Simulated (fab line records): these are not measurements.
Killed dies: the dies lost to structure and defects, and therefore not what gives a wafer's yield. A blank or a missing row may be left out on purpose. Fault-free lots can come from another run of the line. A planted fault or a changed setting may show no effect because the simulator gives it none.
3 desks looking at one fault    flow nand_harc    each desk holds nothing but its own numbers, with what lay behind them at the end

== THE METROLOGY DESK ==
What the gauges read, lot by lot, whatever tool the lot ran on: means of the sampled wafers that have a number. Marked OUT: a lot whose mean sits more than 4 standard deviations from the usual mean, which makes it out of limits; the brackets give that distance.
Columns: A = cd_nm at NHARC_P_M1_CD_MEAS_09, usual 130.2 nm; B = overlay_x_nm at NHARC_P_M1_OVL_MEAS_10, usual 0.1 nm; C = overlay_y_nm at NHARC_P_M1_OVL_MEAS_10, usual 0.1 nm; D = cd_nm at NHARC_P_M1_CD_MEAS_16, usual 130.4 nm
lot   first seen here  A                 B     C     D
L284  day 6 04:38      130.8             -0.4  -0.1  130.4
L295  day 10 19:23     134.0 (+6.0) OUT  0.5   -0.7  134.6 (+4.2) OUT
L301  day 13 12:57     130.8             0.3   0.3   132.1
L303  day 14 01:44     130.2             1.1   0.4   130.6
L304  day 14 18:17     129.7             -0.3  0.0   129.4
This desk's verdict: out of limits on L295, starting with L295 at day 10 19:23 (cd_nm at NHARC_P_M1_CD_MEAS_09). L284, L301, L303, L304 stayed within limits.

== AT THE TOOL OWNER'S DESK: arfi_scanner-01 ==
The tool's own readings at NHARC_P_M1_EXPOSE_06 (exposes mask P M1, target cd 130 nm): means of the sampled wafers that have a number, for each lot that ran on this tool. Marked OUT: a lot whose mean sits more than 4 standard deviations from the usual mean, which makes it out of limits; the brackets give that distance.
Columns: A = exposure_dose_mJ_cm2 at NHARC_P_M1_EXPOSE_06, usual 81.87; B = focus_offset_nm at NHARC_P_M1_EXPOSE_06, usual 0.1 nm; C = reticle_temp_C at NHARC_P_M1_EXPOSE_06, usual 22.97 C
lot   first seen here  A                 B     C
L295  day 10 19:15     81.00 (-9.8) OUT  -0.1  22.96
L301  day 13 12:49     81.96             0.4   22.88
This desk's verdict: out of limits on L295, starting with L295 at day 10 19:15 (exposure_dose_mJ_cm2 at NHARC_P_M1_EXPOSE_06). L301 stayed within limits.

== THE DEFECT DESK ==
Counts from the inspections along the route, per lot, as means over the sampled wafers that have a number. Marked OUT: a lot whose mean sits more than 4 standard deviations from the usual mean, which makes it out of limits; the brackets give that distance.
Columns: A = raw_defect_count at NHARC_P_M0_INSPECT_27, usual 279; B = raw_defect_count at NHARC_P_M1_INSPECT_11, usual 4.5
lot   first seen here  A    B
L284  day 6 03:14      216  3.3
L295  day 10 17:59     175  10.0
L301  day 13 11:33     370  4.7
L303  day 14 00:22     164  2.3
L304  day 14 16:54     269  6.0
Result from this desk: across the 5 lots, nothing is out of limits.

== TAKEN TOGETHER ==
The tool owner's desk had the chance to raise an alarm at day 10 19:15 on L295.
An alarm was possible from the metrology desk at day 10 19:23, on L295.
No out-of-limits result turned up at the defect desk.
The defect desk has L295 on record, within its limits.
Of the lots named, all ran NHARC_P_M1_EXPOSE_06 on arfi_scanner-01.

== WHAT HAD BEEN PUT IN BY THE SIMULATOR ==
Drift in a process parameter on arfi_scanner-01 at NHARC_P_M1_EXPOSE_06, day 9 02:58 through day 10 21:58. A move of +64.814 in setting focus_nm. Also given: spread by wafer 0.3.
Struck lots among those shown: L295.
Counting hours from when the fault started, the first reading out of limits came at 40 for the tool owner's desk and at 40 for the metrology desk.
